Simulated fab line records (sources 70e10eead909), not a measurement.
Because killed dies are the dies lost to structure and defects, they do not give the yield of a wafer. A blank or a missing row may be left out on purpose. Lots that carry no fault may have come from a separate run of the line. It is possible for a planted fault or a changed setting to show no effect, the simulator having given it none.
fab line records	flow nand-harc
record: lots: 11	wafers: 33	last-day: 29
route steps=1302 shown A_CHANNEL_HOLE_D2@583 END@1302
lots that met no fault: taken from a fault-free run of the same line
start-h: hours from the record's opening day to when the first of the lot's shown wafers began	wait-h: hours since the lot's step before	" repeats the value in the row above	L1.1+2: a row that stands for several wafers	- either no value or no given start	* or withheld: withheld	< > ~ a bound
route shown NAME@n: NAME is a module with steps in the file, n the number in the route of the first one	usual: mean and standard deviation over wafers with no fault	same: alike in all rows	chamber/n: place in a boat	sites: each site's reading	_std_site: how widely they spread, as a standard deviation	_edge_site: outer sites' mean less inner sites'	radius-mm: for every site, how far away it sits from the centre of the wafer	mask NAME#n: copy n	behind: tool/chamber where the wafer was last shaped	hold: reason for holding the lot/hours on hold/outcome of the hold	device: the n, p or np transistor that did not switch	end of line: the same wafers' tests at the end of the route	step lacking rows: just its recipe	killed: at the first sort, the dies lost to defects and structure; wafer yield is something else	map: dies across one wafer; x = killed, . = not, _ = none there
set.NAME: the setting that was run; set.NAME@STEP: the one run at that earlier step	model.NAME: the simulator's own value behind a step, which no gauge read
the route's steps for a sample of lots (tables are steps, rows are wafers)
services: the hour from which a tool's chamber was out of use, counted from the record's first day as start-h (under 0 if before that day), plus the number of hours and why
== steps ==
step: NHARC_A_CHANNEL_HOLE_D2_OVL_MEAS_11
usual: overlay-x-nm: -0.1/0.74	overlay-y-nm: 0.1/0.78
lot.wafer	tool	chamber	start-h	wait-h	overlay-x-nm	overlay-y-nm
L775.2	overlay-01	-	287.71	-	-0.1	0.9
L775.3	"	-	"	"	0.6	1.0
L775.6	"	-	"	"	-0.1	1.2
L777.1	overlay-02	-	317.30	-	1.7	0.8
L777.3	"	-	"	"	1.4	0.1
L777.4	"	-	"	"	1.6	0.2
L779.2	overlay-02	-	325.74	-	-0.8	0.9
L779.3	"	-	"	"	-1.2	1.1
L779.6	"	-	"	"	-0.8	1.1
L780.2	overlay-01	-	337.96	-	0.2	-0.8
L780.3	"	-	"	"	0.6	-0.5
L780.6	"	-	"	"	0.4	-1.1
L782.1	overlay-01	-	354.16	-	0.4	-0.7
L782.2	"	-	"	"	0.3	-0.2
L782.6	"	-	"	"	0.5	-0.3
L783.1	overlay-01	-	375.19	-	-0.5	0.6
L783.4	"	-	"	"	-0.7	0.2
L783.6	"	-	"	"	-0.8	0.4
L784.1	overlay-01	-	401.20	-	-0.1	0.9
L784.4	"	-	"	"	-0.2	0.9
L784.6	"	-	"	"	-0.2	2.2
L786.1	overlay-01	-	410.26	-	0.1	0.6
L786.2	"	-	"	"	0.1	-0.2
L786.6	"	-	"	"	-0.2	-0.3
L787.2	overlay-01	-	418.36	-	-0.3	-0.6
L787.3	"	-	"	"	0.2	-0.3
L787.5	"	-	"	"	0.3	-1.0
L790.4	overlay-01	-	442.69	-	-0.3	0.0
L790.5	"	-	"	"	-0.4	-0.7
L790.6	"	-	"	"	-1.3	0.0
L789.1	overlay-02	-	443.51	-	-0.6	0.5
L789.3	"	-	"	"	-1.1	-0.1
L789.4	"	-	"	"	-1.3	-0.6
step: NHARC_A_CHANNEL_HOLE_D2_ETCH_38
recipe: target-depth-a: 390	over-etch-frac: 0.3	time-s: 65	ion-energy-ev: 80	cf4-flow-sccm: 150	ar-flow-sccm: 0	rf-w: 300	bias-w: 100	chemistry: CF4
usual: bias-w: 99.99/0.29	cf4-flow-sccm: 150.0/0.49	drypump-motor-current-A: 5.8/0.46	oes-product-au: 0.996/0.012	rf-vpp-V: 151.7/1.1	showerhead-plenum-p-Torr: 1.80/0.06	throttle-valve-pct: 13.284/0.0091
lot.wafer	tool	chamber	start-h	wait-h	bias-w	cf4-flow-sccm	drypump-motor-current-A	oes-product-au	rf-hours-counter-h	rf-vpp-V	showerhead-plenum-p-Torr	throttle-valve-pct
L775.3	rie-diel-05	2	287.90	0.1	100.50	150.2	5.7	0.993	2.3	152.2	1.83	13.281
L775.2	"	0	"	"	99.58	148.8	5.3	1.003	2.1	151.3	1.67	13.278
L775.6	"	1	"	"	99.64	149.9	6.3	0.960	-	150.2	1.78	13.283
L777.3	rie-diel-06	2	317.49	0.1	100.05	149.9	5.7	0.987	0.0	152.6	1.85	13.273
L777.1	"	0	"	"	99.83	149.8	5.7	1.002	0.0	151.5	1.82	13.285
L777.4	"	1	"	"	100.10	149.7	5.1	0.992	0.0	150.8	1.77	13.281
L779.2	rie-diel-05	1	325.92	0.1	100.11	149.9	6.3	0.969	4.8	152.3	1.78	13.281
L779.3	"	0	"	"	100.01	150.3	5.3	1.008	5.0	150.3	1.67	13.301
L779.6	"	2	"	"	100.03	149.0	5.7	0.992	-	151.5	1.83	13.281
L780.3	rie-diel-06	1	338.14	0.1	100.03	150.2	5.1	0.994	1.4	150.6	1.77	13.294
L780.2	"	3	"	"	100.13	150.6	6.6	0.999	1.3	150.4	1.74	13.287
L780.6	"	2	"	"	99.84	150.0	5.7	0.991	-	152.2	1.85	13.287
L782.1	rie-diel-09	1	354.35	0.1	99.99	149.7	5.3	0.986	0.4	153.3	1.87	13.285
L782.2	"	2	"	"	100.14	149.7	5.1	1.004	0.5	152.7	1.77	13.280
L782.6	"	1	"	"	100.09	149.6	5.3	0.991	-	152.5	1.87	13.284
L783.1	rie-diel-06	3	375.38	0.1	100.22	150.2	6.5	0.999	3.7	149.7	1.74	13.285
L783.4	"	1	"	"	99.68	150.7	5.1	0.992	3.8	151.3	1.77	13.277
L783.6	"	3	"	"	100.05	150.5	6.5	1.005	-	151.3	1.74	13.288
L784.4	rie-diel-05	2	401.39	0.1	100.22	150.4	5.7	0.999	7.5	152.4	1.82	13.288
L784.1	"	3	"	"	99.69	150.2	6.3	0.986	7.2	151.2	1.74	13.277
L784.6	"	3	"	"	99.82	150.8	6.2	0.994	-	150.9	1.74	13.291
L786.2	rie-diel-09	3	410.45	0.1	99.84	149.7	6.2	1.000	2.8	152.6	1.83	13.270
L786.1	"	2	"	"	99.65	150.6	5.1	0.992	3.4	152.0	1.77	13.274
L786.6	"	0	"	"	99.93	150.8	5.7	1.004	-	154.9	1.90	13.266
L787.2	rie-diel-09	2	418.54	0.1	99.13	150.3	5.1	1.001	4.2	149.5	1.77	13.273
L787.3	"	3	"	"	99.58	151.0	6.2	0.982	3.5	151.7	1.83	13.280
L787.5	"	3	"	"	99.40	150.0	6.2	1.001	-	151.4	1.83	13.301
L790.6	rie-diel-05	1	442.92	0.1	99.76	150.2	6.3	0.982	-	150.6	1.78	13.272
L790.5	"	2	"	"	99.76	149.1	5.8	0.979	-	152.8	1.82	13.275
L790.4	"	3	"	"	100.09	150.2	6.3	1.015	-	149.5	1.74	13.277
L789.1	rie-diel-09	0	443.72	0.1	100.22	149.8	5.7	1.018	5.5	149.7	1.89	13.303
L789.3	"	1	"	"	100.08	150.1	5.3	0.982	4.7	152.4	1.87	13.283
L789.4	"	3	"	"	100.09	150.7	6.2	0.997	-	152.3	1.83	13.290
step: NHARC_A_CHANNEL_HOLE_D2_ETCH_21
recipe: bias-v: 3000	source-w: withheld	pressure-mtorr: 20	time-s: 514.3	ar-flow-sccm: 375	c4f8-flow-sccm: 89.3	o2-flow-sccm: 35.7	temp-c: -20	target-depth-a: 16000	chemistry: C4F8/O2/Ar
usual: c4f8-flow-sccm: 89.27/0.29	chamber-pressure-mTorr: 20.000/0.019	drypump-motor-current-A: 5.8/0.51	showerhead-plenum-p-Torr: 3.69/0.15	throttle-valve-pct: 32.155/0.0091
lot.wafer	tool	chamber	start-h	wait-h	c4f8-flow-sccm	chamber-pressure-mTorr	drypump-motor-current-A	rf-hours-counter-h	showerhead-plenum-p-Torr	throttle-valve-pct
L775.2	har-etch-02	0	289.97	0.6	89.55	19.995	5.1	-	3.38	32.138
L775.3	"	0	"	"	89.20	19.962	5.1	-	3.38	32.143
L775.6	"	0	"	"	89.03	19.987	5.1	-	3.38	32.152
L777.1	har-etch-02	0	319.00	0.3	89.28	20.019	5.1	368	3.93	32.153
L777.4	"	0	"	"	89.01	20.011	5.1	-	3.93	32.168
L777.3	"	1	"	"	89.75	19.970	6.4	-	3.73	32.165
L779.2	har-etch-02	0	327.53	0.3	89.76	19.998	5.1	372	3.93	32.144
L779.3	"	0	"	"	89.58	19.967	5.1	-	3.93	32.155
L779.6	"	1	"	"	89.35	20.013	6.4	-	3.73	32.158
L780.2	har-etch-01	0	339.72	0.3	89.06	20.011	5.7	179	3.62	32.167
L780.3	"	1	"	"	89.61	20.025	6.1	-	3.58	32.157
L780.6	"	1	"	"	89.42	19.999	6.2	-	3.58	32.159
L782.2	har-etch-01	0	355.87	0.3	89.58	20.031	5.7	187	3.61	32.167
L782.1	"	1	"	"	89.48	20.017	6.1	187	3.58	32.160
L782.6	"	0	"	"	89.53	19.963	5.7	-	3.61	32.156
L783.1	har-etch-02	1	376.89	0.3	89.30	20.010	6.4	395	3.71	32.145
L783.4	"	0	"	"	89.45	19.999	5.2	-	3.91	32.151
L783.6	"	1	"	"	89.13	19.987	6.4	-	3.71	32.154
L784.1	har-etch-01	0	402.91	0.3	89.51	19.992	5.7	217	3.60	32.155
L784.4	"	0	"	"	89.56	20.025	5.8	-	3.60	32.163
L784.6	"	1	"	"	89.53	20.004	6.1	-	3.56	32.169
L786.1	har-etch-02	1	411.97	0.3	89.07	20.023	6.4	8	3.71	32.151
L786.2	"	0	"	"	89.09	20.022	5.1	8	3.91	32.150
L786.6	"	0	"	"	89.52	20.050	5.1	-	3.91	32.151
L787.2	har-etch-02	1	423.22	0.3	89.43	19.973	6.4	16	3.70	32.155
L787.3	"	1	"	"	89.83	19.979	6.4	-	3.70	32.139
L787.5	"	1	"	"	89.58	19.999	6.4	-	3.70	32.152
L790.4	har-etch-02	0	446.84	0.3	-	-	-	-	-	-
L790.5	"	1	"	"	-	-	-	-	-	-
L790.6	"	0	"	"	-	-	-	-	-	-
L789.1	har-etch-01	0	449.02	0.3	-	-	-	-	-	-
L789.4	"	1	"	"	-	-	-	-	-	-
L789.3	"	0	"	"	-	-	-	-	-	-
step: NHARC_A_CHANNEL_HOLE_D2_ETCH_27
recipe: bias-v: 400	source-w: 2000	pressure-mtorr: 25	time-s: 90	ar-flow-sccm: 375	c4f8-flow-sccm: 41.7	o2-flow-sccm: 83.3	temp-c: -20	target-depth-a: 4000	chemistry: C4F8/O2/Ar
usual: bias-v: 399/3.9	c4f8-flow-sccm: 41.70/0.12	drypump-motor-current-A: 5.8/0.52	showerhead-plenum-p-Torr: 3.73/0.15	throttle-valve-pct: 27.620/0.0093
lot.wafer	tool	chamber	start-h	wait-h	bias-v	c4f8-flow-sccm	drypump-motor-current-A	rf-hours-counter-h	showerhead-plenum-p-Torr	throttle-valve-pct
L775.2	har-etch-02	0	296.98	0.3	404	41.70	5.1	-	3.41	27.614
L775.3	"	0	"	"	399	41.66	5.1	-	3.41	27.603
L775.6	"	0	"	"	401	41.52	5.1	-	3.41	27.632
L777.1	har-etch-02	0	322.57	0.2	399	41.80	5.1	372	3.98	27.630
L777.4	"	0	"	"	402	41.81	5.1	-	3.98	27.625
L777.3	"	1	"	"	393	41.80	6.4	-	3.77	27.638
L779.2	har-etch-02	0	331.04	0.2	406	41.80	5.1	376	3.98	27.625
L779.3	"	0	"	"	402	41.75	5.1	-	3.98	27.607
L779.6	"	1	"	"	404	41.64	6.4	-	3.77	27.631
L780.2	har-etch-01	0	343.23	0.2	402	41.83	5.7	183	3.65	27.607
L780.3	"	1	"	"	397	41.68	6.1	-	3.62	27.632
L780.6	"	1	"	"	400	41.71	6.1	-	3.62	27.630
L782.2	har-etch-01	0	359.41	0.2	403	41.69	5.7	190	3.65	27.639
L782.1	"	1	"	"	405	41.76	6.1	190	3.61	27.618
L782.6	"	0	"	"	399	41.56	5.8	-	3.65	27.618
L783.1	har-etch-02	1	380.44	0.2	397	41.61	6.4	398	3.75	27.601
L783.4	"	0	"	"	401	41.87	5.1	-	3.96	27.616
L783.6	"	1	"	"	398	41.72	6.4	-	3.75	27.619
L784.1	har-etch-01	0	408.90	0.2	401	41.91	5.7	221	3.63	27.614
L784.4	"	0	"	"	395	41.61	5.7	-	3.63	27.612
L784.6	"	1	"	"	396	41.88	6.1	-	3.60	27.626
L786.1	har-etch-02	1	415.52	0.2	398	41.73	6.4	12	3.74	27.634
L786.2	"	0	"	"	398	41.44	5.1	12	3.95	27.611
L786.6	"	0	"	"	390	41.46	5.1	-	3.95	27.624
L787.2	har-etch-02	1	426.78	0.2	399	41.68	6.4	19	3.74	27.612
L787.3	"	1	"	"	399	41.58	6.4	-	3.74	27.612
L787.5	"	1	"	"	399	41.61	6.4	-	3.74	27.613
L790.4	har-etch-02	0	450.28	0.2	394	41.77	5.1	-	3.94	27.623
L790.5	"	1	"	"	402	41.70	6.4	-	3.73	27.628
L790.6	"	0	"	"	399	41.72	5.1	-	3.94	27.621
L789.1	har-etch-01	0	452.56	0.2	402	41.87	5.7	251	3.61	27.613
L789.4	"	1	"	"	401	41.66	6.1	-	3.58	27.612
L789.3	"	0	"	"	396	41.87	5.7	-	3.61	27.639
step: NHARC_A_CHANNEL_HOLE_D2_CD_MEAS_31
usual: cd-nm: 89.9/1.9
lot.wafer	tool	chamber	start-h	wait-h	hold	cd-nm
L775.2	cd-sem-01	-	298.80	-	-	87.7
L775.3	"	-	"	"	-	87.2
L775.6	"	-	"	"	-	87.0
L777.1	cd-sem-02	-	324.12	-	-	85.5
L777.3	"	-	"	"	-	91.8
L777.4	"	-	"	"	-	90.2
L779.2	cd-sem-03	-	332.56	-	-	87.8
L779.3	"	-	"	"	-	91.2
L779.6	"	-	"	"	-	87.6
L780.2	cd-sem-01	-	344.74	-	-	90.9
L780.3	"	-	"	"	-	89.9
L780.6	"	-	"	"	-	93.7
L782.1	cd-sem-03	-	360.95	-	-	89.5
L782.2	"	-	"	"	-	89.9
L782.6	"	-	"	"	-	89.2
L783.1	cd-sem-01	-	382.14	-	-	89.8
L783.4	"	-	"	"	-	90.0
L783.6	"	-	"	"	-	92.0
L784.1	cd-sem-02	-	410.47	-	-	94.5
L784.4	"	-	"	"	-	87.7
L784.6	"	-	"	"	-	90.1
L786.1	cd-sem-03	-	417.06	-	-	90.8
L786.2	"	-	"	"	-	89.8
L786.6	"	-	"	"	-	92.0
L787.2	cd-sem-01	-	428.32	-	-	87.8
L787.3	"	-	"	"	-	91.0
L787.5	"	-	"	"	-	90.1
L790.4	cd-sem-02	-	451.74	-	await-dispo/0.2h/release	0.3
L790.5	"	-	"	"	await-dispo/0.2h/release	-1.7
L790.6	"	-	"	"	await-dispo/0.2h/release	-0.3
L790.4	cd-sem-02	-	451.92	0.2	-	0.3
L790.5	"	-	"	"	-	-2.0
L790.6	"	-	"	"	-	-0.6
L789.1	cd-sem-03	-	454.08	-	await-dispo/0.2h/release	3.6
L789.3	"	-	"	"	await-dispo/0.2h/release	0.6
L789.4	"	-	"	"	await-dispo/0.2h/release	0.1
L789.1	cd-sem-03	-	454.26	0.2	-	3.2
L789.3	"	-	"	"	-	0.5
L789.4	"	-	"	"	-	0.0
step: NHARC_END_SORT_01
recipe: temp-c: 25
usual: defect-limited-yield: 91/3	killed-at-array: 59/21	killed-at-other: 0.8/1.1	killed-at-periphery: 4.1/2.8	killed-dies: 64/20	killed-open: 3.1/1.7	killed-short: 2.4/1.6
same: gross-dies: 677
lot.wafer	tool	chamber	start-h	wait-h	defect-limited-yield[%]	killed-at-array	killed-at-other	killed-at-periphery	killed-dies	killed-open	killed-short
L782.1	prober-01	0	627.59	2.5	95	35	0	2	37	5	2
L782.2	prober-01	0	628.40	2.8	95	27	0	4	31	2	4
L782.6	prober-01	0	631.62	4.0	96	20	2	4	26	1	3
L783.1	prober-01	0	640.27	2.5	93	44	0	6	50	2	3
L783.4	prober-01	0	642.63	3.4	91	59	0	5	64	2	4
L783.6	prober-01	0	644.20	3.9	94	35	1	5	41	2	1
L786.1	prober-01	0	681.05	2.5	93	35	3	7	45	5	5
L786.2	prober-01	0	681.84	2.8	93	43	2	5	50	6	5
L786.6	prober-01	0	685.00	4.0	93	42	0	8	50	5	4
killed by level:class
L782.1 A_CHANNEL_HOLE_D2:chamber-film-flake=15 A_CHANNEL_HOLE_D1:chamber-film-flake=5 A_WL_FILL:chamber-film-flake=3 A_M0:geometric-particle:open=2 A_SLIT:chamber-film-flake=2 A_BLC:chamber-film-flake=2 P_STI:geometric-particle:open=1 A_SOURCE_PLATE:geometric-particle:short=1
L782.2 A_CHANNEL_HOLE_D2:chamber-film-flake=11 A_BLC:chamber-film-flake=4 A_CHANNEL_HOLE_D1:chamber-film-flake=3 A_CHANNEL_HOLE_D2:geometric-particle:open=2 P_ZERO_WELL:chamber-film-flake=2 P_M0:chamber-film-flake=2 A_CONTACT:chamber-film-flake=2 A_DECK1_JOINT:geometric-particle:short=1
L782.6 A_CHANNEL_HOLE_D2:chamber-film-flake=11 A_SLIT:chamber-film-flake=2 THIN_TSV:chamber-film-flake=2 P_M0:geometric-particle:open=1 P_M1:geometric-particle:short=1 A_ONON_D2:geometric-particle:short=1 A_M0:geometric-particle:short=1 P_ZERO_WELL:chamber-film-flake=1
L783.1 A_CHANNEL_HOLE_D2:chamber-film-flake=23 A_CONTACT:chamber-film-flake=6 A_CHANNEL_HOLE_D1:chamber-film-flake=4 P_ZERO_WELL:chamber-film-flake=3 A_STAIRCASE:chamber-film-flake=3 A_M0:chamber-film-flake=2 P_M2:geometric-particle:open=1 A_ONON_D2:geometric-particle:short=1
L783.4 A_CHANNEL_HOLE_D2:chamber-film-flake=33 A_STAIRCASE:chamber-film-flake=6 A_CHANNEL_HOLE_D1:chamber-film-flake=4 A_DECK1_JOINT:chamber-film-flake=4 P_ZERO_WELL:chamber-film-flake=2 P_STI:chamber-film-flake=2 A_CHANNEL_FILL_D1:chamber-film-flake=2 A_CONTACT:chamber-film-flake=2
L783.6 A_CHANNEL_HOLE_D2:chamber-film-flake=20 A_CHANNEL_HOLE_D1:chamber-film-flake=7 A_STAIRCASE:chamber-film-flake=4 P_ZERO_WELL:chamber-film-flake=3 A_CONTACT:chamber-film-flake=2 P_CONTACT:geometric-particle:open=1 A_CHANNEL_FILL_D2:geometric-particle:short=1 A_BLC:geometric-particle:open=1
L786.1 A_CHANNEL_HOLE_D1:chamber-film-flake=19 A_CHANNEL_HOLE_D2:chamber-film-flake=6 P_STI:chamber-film-flake=3 THIN_TSV:chamber-film-flake=3 P_STI:geometric-particle:short=1 P_CONTACT:geometric-particle:short=1 P_CONTACT:geometric-particle:open=1 A_CHANNEL_FILL_D1:geometric-particle:open=1
L786.2 A_CHANNEL_HOLE_D1:chamber-film-flake=25 A_CONTACT:chamber-film-flake=4 A_CHANNEL_HOLE_D2:chamber-film-flake=3 A_BLC:geometric-particle:short=2 P_M2:chamber-film-flake=2 A_STAIRCASE:chamber-film-flake=2 P_GATE:geometric-particle:open=1 P_CONTACT:geometric-particle:open=1
L786.6 A_CHANNEL_HOLE_D1:chamber-film-flake=27 A_CHANNEL_FILL_D1:geometric-particle:open=2 P_ZERO_WELL:chamber-film-flake=2 A_DECK1_JOINT:chamber-film-flake=2 A_STAIRCASE:chamber-film-flake=2 A_SLIT:chamber-film-flake=2 A_BONDPAD:chamber-film-flake=2 P_GATE:geometric-particle:open=1
== services ==
tool	chamber	start-h	hours	kind
har-etch-02	1	272.03	-	consumable-replace:focus-ring
har-etch-02	1	272.03	17.0	scheduled-down
har-etch-02	1	272.03	17.0	vent-cycle
rie-diel-09	0	283.24	9.7	repair
rie-diel-06	0	286.71	3.3	repair
rie-diel-06	1	291.09	17.1	repair
har-etch-02	0	297.30	-	consumable-replace:showerhead
har-etch-02	0	297.30	17.0	scheduled-down
har-etch-02	0	297.30	17.0	vent-cycle
rie-diel-06	-	307.42	9.0	pm
rie-diel-09	-	320.10	9.0	pm
rie-diel-06	0	379.39	4.1	repair
har-etch-02	-	380.63	17.0	pm
har-etch-02	0	380.63	17.0	vent-cycle
har-etch-02	1	380.63	17.0	vent-cycle
rie-diel-09	2	391.55	5.6	repair
har-etch-02	0	397.63	-	clean
har-etch-02	0	397.63	-	consumable-replace:focus-ring
rie-diel-05	-	406.60	9.0	pm
rie-diel-09	1	414.16	1.9	repair
rie-diel-09	1	418.83	4.9	repair
rie-diel-05	2	430.25	1.6	repair
rie-diel-09	2	432.64	15.0	repair
rie-diel-05	0	440.43	9.0	repair
== key ==
first-sign: step: NHARC_A_CHANNEL_HOLE_D2_ETCH_21	reading: tool-record	direction: missing
effect: step: NHARC_A_CHANNEL_HOLE_D2_CD_MEAS_31	reading: visit	direction: added
effect: step: NHARC_A_CHANNEL_HOLE_D2_CD_MEAS_31	reading: cd-nm	direction: down	sigmas: 48	usual: 89.9	struck: 0.4
met-at NHARC_A_CHANNEL_HOLE_D2_ETCH_21
struck-lots L789,L790
scrapped-behind NHARC_A_CHANNEL_HOLE_D2_CD_MEAS_31 L789.1,L789.3,L789.4,L790.4,L790.5,L790.6
not-acting-at NHARC_A_CHANNEL_HOLE_D2_OVL_MEAS_11,NHARC_A_CHANNEL_HOLE_D2_ETCH_38,NHARC_A_CHANNEL_HOLE_D2_ETCH_27
onset-between 423.22 446.84
fault: kind: skipped-step-whole	tool: har-etch-01,har-etch-02	chamber: -	onset-h: 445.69	steps: NHARC_A_CHANNEL_HOLE_D2_ETCH_21	scope: struck-lots-only
